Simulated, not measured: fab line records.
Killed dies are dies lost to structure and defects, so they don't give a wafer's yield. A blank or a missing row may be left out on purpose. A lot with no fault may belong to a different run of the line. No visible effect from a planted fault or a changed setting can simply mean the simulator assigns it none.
The tool behind it: which one? ; flow n5_finfet ; Sampling: 24 lots, 72 wafers, 6 of 1938 route steps

WHAT THE GAUGES SHOWED, per wafer
N5_DUMMY_GATE_CD_MEAS_50: the cd target is 14 nm.
lot;measured;on;cd_nm (nm)
L074;day 3 01:31;cd_sem-01;14.0 14.4 14.2
L075;day 3 07:17;cd_sem-01;13.9 14.3 14.2
L076;day 3 12:05;cd_sem-02;14.1 14.5 13.7
L077;day 3 20:06;cd_sem-02;13.7 13.6 13.8
L078;day 4 03:38;cd_sem-02;13.6 13.9 13.8
L079;day 4 10:48;cd_sem-03;13.4 14.2 12.8
L080;day 4 15:30;cd_sem-02;14.4 14.2 13.8
L081;day 4 22:04;cd_sem-01;14.2 14.1 13.2
L082;day 5 00:23;cd_sem-02;13.3 13.6 13.2
L083;day 5 05:28;cd_sem-02;13.5 13.9 14.0
L084;day 5 09:28;cd_sem-03;14.2 14.4 13.6
L085;day 5 19:32;cd_sem-01;14.8 14.0 14.1
L086;day 5 21:20;cd_sem-02;14.1 14.0 14.0
L087;day 6 05:14;cd_sem-03;13.8 13.9 13.9
L088;day 6 13:19;cd_sem-02;14.3 14.3 14.1
L089;day 6 23:26;cd_sem-02;14.0 14.6 14.2
L090;day 7 07:16;cd_sem-01;14.0 13.9 14.1
L091;day 7 10:40;cd_sem-02;14.4 13.9 13.5
L092;day 7 11:07;cd_sem-02;13.7 14.1 13.9
L093;day 7 18:54;cd_sem-02;14.1 14.1 14.1
L094;day 8 03:34;cd_sem-01;13.5 14.0 13.5
L095;day 8 14:05;cd_sem-01;13.9 14.7 13.8
L097;day 9 01:17;cd_sem-02;13.8 13.5 13.4
L096;day 9 05:04;cd_sem-02;14.8 14.7 14.3

N5_SD_EPI_P_INSPECT_11: inspects for defects (macro).
lot;measured;on;raw_defect_count
L074;day 3 08:16;defect_inspect-01;3 1 1
L075;day 3 15:07;defect_inspect-01;0 1 3
L076;day 3 19:31;defect_inspect-02;2 2 0
L077;day 4 02:20;defect_inspect-02;2 1 1
L078;day 4 09:57;defect_inspect-01;3 1 1
L079;day 4 19:40;defect_inspect-01;3 3 3
L080;day 4 21:59;defect_inspect-01;2 1 4
L081;day 5 05:14;defect_inspect-01;2 2 2
L082;day 5 07:20;defect_inspect-01;4 1 2
L083;day 5 13:38;defect_inspect-01;3 3 1
L084;day 5 17:32;defect_inspect-01;3 1 0
L085;day 6 02:19;defect_inspect-01;2 0 0
L086;day 6 06:29;defect_inspect-01;1 0 4
L087;day 6 11:40;defect_inspect-01;3 3 3
L088;day 6 19:41;defect_inspect-02;3 2 1
L089;day 7 06:09;defect_inspect-02;3 2 3
L090;day 7 15:40;defect_inspect-01;5 3 2
L091;day 7 17:54;defect_inspect-02;3 2 3
L092;day 7 17:52;defect_inspect-02;2 2 1
L093;day 8 01:14;defect_inspect-02;4 0 3
L094;day 8 11:10;defect_inspect-01;2 1 1
L095;day 8 20:26;defect_inspect-02;2 1 6
L097;day 9 08:05;defect_inspect-01;0 2 0
L096;day 9 11:42;defect_inspect-02;2 2 0

N5_ILD0_THK_MEAS_13.
lot;measured;on;thk_nm (nm)
L074;day 3 19:37;film_metro-02;20.2 20.5 19.5
L075;day 4 02:07;film_metro-01;18.5 19.8 18.3
L076;day 4 06:41;film_metro-01;16.9 18.5 16.5
L077;day 4 13:08;film_metro-01;17.7 17.2 18.6
L078;day 4 21:44;film_metro-01;18.6 17.8 17.7
L079;day 5 08:02;film_metro-02;17.5 19.4 18.6
L080;day 5 09:01;film_metro-02;17.8 17.4 17.6
L081;day 5 17:42;film_metro-02;15.6 17.0 16.5
L082;day 5 18:49;film_metro-02;19.0 17.6 17.6
L083;day 6 00:31;film_metro-01;16.9 17.4 17.9
L084;day 6 05:25;film_metro-01;17.2 16.5 18.8
L085;day 6 13:11;film_metro-02;18.8 20.0 18.7
L086;day 6 19:14;film_metro-02;16.7 17.5 16.9
L087;day 6 22:36;film_metro-01;16.3 17.9 16.3
L088;day 7 08:25;film_metro-01;18.3 16.7 16.7
L089;day 7 18:29;film_metro-01;18.5 18.2 18.8
L090;day 8 02:25;film_metro-02;20.3 18.9 18.2
L091;day 8 05:31;film_metro-02;17.1 20.0 17.0
L092;day 8 04:37;film_metro-02;19.8 17.5 18.8
L093;day 8 12:15;film_metro-02;19.6 18.1 19.6
L094;day 8 22:23;film_metro-02;17.8 17.8 18.9
L095;day 9 07:50;film_metro-02;17.3 16.9 20.0
L097;day 9 20:08;film_metro-02;17.4 17.6 19.8
L096;day 9 22:49;film_metro-02;19.9 19.1 18.0

WHICH TOOL RAN EACH LOT (tool, then ch and the chambers of the sampled wafers, then the start)
lot;N5_DUMMY_GATE_ETCH_36;N5_DUMMY_GATE_ETCH_31;N5_ILD0_ALD_15
L074;rie_diel-04 ch 2,3, day 3 01:11;rie_diel-05 ch 0,3, day 3 01:36;ald_sin-02 ch 1,2, day 3 17:07
L075;rie_diel-04 ch 0,2,3, day 3 07:01;rie_diel-05 ch 2,3, day 3 07:19;ald_sin-01 ch 1,2,3, day 3 23:38
L076;rie_diel-05 ch 0,2,3, day 3 11:49;rie_diel-05 ch 0,2, day 3 12:08;ald_sin-04 ch 0,1,3, day 4 03:56
L077;rie_diel-05 ch 0,2,3, day 3 19:44;rie_diel-04 ch 1,3, day 3 20:13;ald_sin-04 ch 1,3, day 4 10:39
L078;rie_diel-04 ch 0,1,2, day 4 03:18;rie_diel-04 ch 0,1, day 4 03:40;ald_sin-01 ch 0,3, day 4 19:13
L079;rie_diel-05 ch 1,2, day 4 10:31;rie_diel-04 ch 0,1,3, day 4 10:50;ald_sin-04 ch 0,1,2, day 5 05:32
L080;rie_diel-01 ch 1,2, day 4 15:14;rie_diel-01 ch 2,3, day 4 15:33;ald_sin-01 ch 0,3, day 5 06:31
L081;rie_diel-01 ch 0,2,3, day 4 21:47;rie_diel-04 ch 1,3, day 4 22:11;ald_sin-02 ch 1,3, day 5 15:12
L082;rie_diel-01 ch 0,1,3, day 5 00:01;rie_diel-05 ch 1,3, day 5 00:29;ald_sin-04 ch 0,1,3, day 5 16:20
L083;rie_diel-04 ch 1,2,3, day 5 05:12;rie_diel-05 ch 2,3, day 5 05:46;ald_sin-02 ch 0,2,3, day 5 22:02
L084;rie_diel-04 ch 0,3, day 5 09:12;rie_diel-05 ch 1,2,3, day 5 09:31;ald_sin-04 ch 1,2, day 6 02:55
L085;rie_diel-05 ch 0,3, day 5 19:16;rie_diel-01 ch 1,3, day 5 19:35;ald_sin-02 ch 1,2, day 6 10:41
L086;rie_diel-05 ch 1,2,3, day 5 21:04;rie_diel-05 ch 0,2,3, day 5 21:23;ald_sin-02 ch 0,1,2, day 6 16:43
L087;rie_diel-04 ch 2,3, day 6 04:58;rie_diel-05 ch 0,3, day 6 05:33;ald_sin-01 ch 1,2, day 6 20:06
L088;rie_diel-04 ch 0,3, day 6 12:58;rie_diel-05 ch 1,2,3, day 6 13:22;ald_sin-01 ch 1,2,3, day 7 05:55
L089;rie_diel-01 ch 1,2,3, day 6 23:10;rie_diel-01 ch 0,2,3, day 6 23:29;ald_sin-02 ch 0,3, day 7 15:59
L090;rie_diel-04 ch 1,3, day 7 06:57;rie_diel-01 ch 2,3, day 7 07:19;ald_sin-02 ch 0,3, day 7 23:55
L091;rie_diel-01 ch 0,2,3, day 7 10:23;rie_diel-04 ch 1,2,3, day 7 10:51;ald_sin-01 ch 0,1,2, day 8 03:01
L092;rie_diel-04 ch 0,1,2, day 7 10:45;rie_diel-05 ch 0,1,2, day 7 11:24;ald_sin-04 ch 0,1,3, day 8 02:07
L093;rie_diel-01 ch 1,2,3, day 7 18:38;rie_diel-04 ch 0,1,2, day 7 18:57;ald_sin-04 ch 0,1,3, day 8 09:45
L094;rie_diel-04 ch 0,1,3, day 8 03:18;rie_diel-04 ch 0,2,3, day 8 03:37;ald_sin-04 ch 0,2,3, day 8 19:53
L095;rie_diel-01 ch 0,2,3, day 8 13:49;rie_diel-04 ch 1,2,3, day 8 14:11;ald_sin-01 ch 1,2,3, day 9 05:20
L097;rie_diel-05 ch 0,1, day 9 01:01;rie_diel-04 ch 0,1, day 9 01:31;ald_sin-01 ch 0,1,2, day 9 17:37
L096;rie_diel-04 ch 0,2, day 9 04:48;rie_diel-05 ch 1,2, day 9 05:07;ald_sin-01 ch 0,2,3, day 9 20:19
- N5_DUMMY_GATE_ETCH_36: etches SiARC in CF4, target depth 13 nm.
- N5_DUMMY_GATE_ETCH_31: etches SiO2 in C4F6/O2, target depth 82.5 nm, time 27.5 s.
- N5_ILD0_ALD_15: deposits SiNx, target thk 24 nm, pulse time 1 s, ald cycles 480.

AS READ BY THE TOOLS THEMSELVES (means over the sampled wafers that have a number; for cases with no such wafer, the mark the record gives instead)
N5_DUMMY_GATE_ETCH_36.
lot;tool;drypump_motor_current_A (A);oes_product_au (a.u.);rf_vpp_V (V);showerhead_plenum_p_Torr (Torr);throttle_valve_pct (%)
L074;rie_diel-04;6.1;0.70;183.6;2.14;15.58
L075;rie_diel-04;5.9;0.70;183.6;2.18;15.67
L076;rie_diel-05;5.6;0.70;183.3;2.10;15.75
L077;rie_diel-05;5.6;0.70;182.6;2.10;15.75
L078;rie_diel-04;6.0;0.71;184.1;2.17;15.68
L079;rie_diel-05;5.6;0.75;183.9;2.14;15.52
L080;rie_diel-01;5.4;0.73;183.4;2.13;15.88
L081;rie_diel-01;5.4;0.78;184.1;2.12;15.64
L082;rie_diel-01;5.5;0.79;184.3;2.13;15.47
L083;rie_diel-04;6.1;0.80;184.7;2.17;15.56
L084;rie_diel-04;5.8;0.70;184.8;2.21;15.84
L085;rie_diel-05;5.5;0.87;185.2;2.24;15.54
L086;rie_diel-05;5.5;0.72;184.8;2.14;15.57
L087;rie_diel-04;6.1;0.86;183.7;2.13;15.27
L088;rie_diel-04;5.8;0.70;184.5;2.21;15.86
L089;rie_diel-01;5.5;0.73;184.2;2.10;15.69
L090;rie_diel-04;6.2;0.70;185.4;2.21;15.87
L091;rie_diel-01;5.5;0.76;184.0;2.11;15.67
L092;rie_diel-04;6.1;0.78;184.6;2.17;15.55
L093;rie_diel-01;5.5;0.72;184.0;2.10;15.71
L094;rie_diel-04;5.9;0.69;184.2;2.20;15.87
L095;rie_diel-01;5.5;0.75;184.4;2.11;15.68
L097;rie_diel-05;5.3;0.81;183.7;2.19;15.41
L096;rie_diel-04;5.8;0.76;184.7;2.16;15.55

N5_DUMMY_GATE_ETCH_31.
lot;tool;drypump_motor_current_A (A);oes_product_au (a.u.);rf_vpp_V (V);showerhead_plenum_p_Torr (Torr);throttle_valve_pct (%)
L074;rie_diel-05;5.5;0.69;652;2.77;21.47
L075;rie_diel-05;5.8;0.73;655;2.85;21.18
L076;rie_diel-05;5.7;0.72;649;2.80;21.28
L077;rie_diel-04;6.0;0.71;677;2.94;21.34
L078;rie_diel-04;6.1;0.73;674;2.94;21.30
L079;rie_diel-04;5.9;0.71;668;2.94;21.32
L080;rie_diel-01;5.4;0.73;678;2.80;21.41
L081;rie_diel-04;6.2;0.71;682;2.93;21.32
L082;rie_diel-05;5.3;0.75;656;2.86;21.02
L083;rie_diel-05;5.7;0.70;657;2.85;21.25
L084;rie_diel-05;5.6;0.73;656;2.85;21.13
L085;rie_diel-01;5.6;0.75;676;2.76;20.90
L086;rie_diel-05;5.6;0.79;656;2.91;21.24
L087;rie_diel-05;5.5;0.86;660;2.99;21.25
L088;rie_diel-05;5.6;0.72;654;2.85;21.14
L089;rie_diel-01;5.5;0.77;667;2.81;21.24
L090;rie_diel-01;5.6;0.73;676;2.75;21.15
L091;rie_diel-04;6.1;0.78;677;2.87;21.06
L092;rie_diel-05;5.5;0.79;654;2.91;21.09
L093;rie_diel-04;6.1;0.77;667;2.88;21.06
L094;rie_diel-04;5.9;0.77;661;2.88;21.09
L095;rie_diel-04;6.1;0.76;676;2.87;21.08
L097;rie_diel-04;5.9;0.69;659;2.93;21.34
L096;rie_diel-05;5.7;0.72;651;2.84;21.11

N5_ILD0_ALD_15.
lot;tool;heater_power_w (W);precursor_pulse_height_rel
L074;ald_sin-02;891;0.998
L075;ald_sin-01;765;1.028
L076;ald_sin-04;943;1.002
L077;ald_sin-04;945;0.999
L078;ald_sin-01;864;0.990
L079;ald_sin-04;867;0.988
L080;ald_sin-01;751;0.994
L081;ald_sin-02;906;1.006
L082;ald_sin-04;918;0.976
L083;ald_sin-02;947;0.997
L084;ald_sin-04;921;0.998
L085;ald_sin-02;898;1.002
L086;ald_sin-02;918;0.996
L087;ald_sin-01;838;0.995
L088;ald_sin-01;765;0.989
L089;ald_sin-02;994;1.015
L090;ald_sin-02;952;1.020
L091;ald_sin-01;884;0.992
L092;ald_sin-04;917;0.978
L093;ald_sin-04;933;1.016
L094;ald_sin-04;833;0.999
L095;ald_sin-01;769;1.010
L097;ald_sin-01;879;1.002
L096;ald_sin-01;822;1.002

THE ANSWER, worked out from the rows above alone
Rule: the usual values come from the lots themselves. Put in order of their means at a reading, lots are off if they are a third of the lots or fewer, leave a main group of 4 or more, and stand apart from it by a gap of 3 or more times the standard deviation of the main group's means; of several such gaps the widest counts. A main group whose means are all the same, to the digits that the tables above print for the reading, isn't used. A lot without any number at a reading at which 4 lots or more have one is off too. Any other lot the step has rows for is counted as sound. Order of review: gauges by route order, followed by the tools' own readings, for which a lot's mean as printed above is used. The first step at which some lot is off is used, and at that step the reading that is off furthest; a lot without a number counts as furthest.
Across all readings shown, no lot is off: no conclusion can be drawn from this.

WHAT THE SIMULATOR PUT IN
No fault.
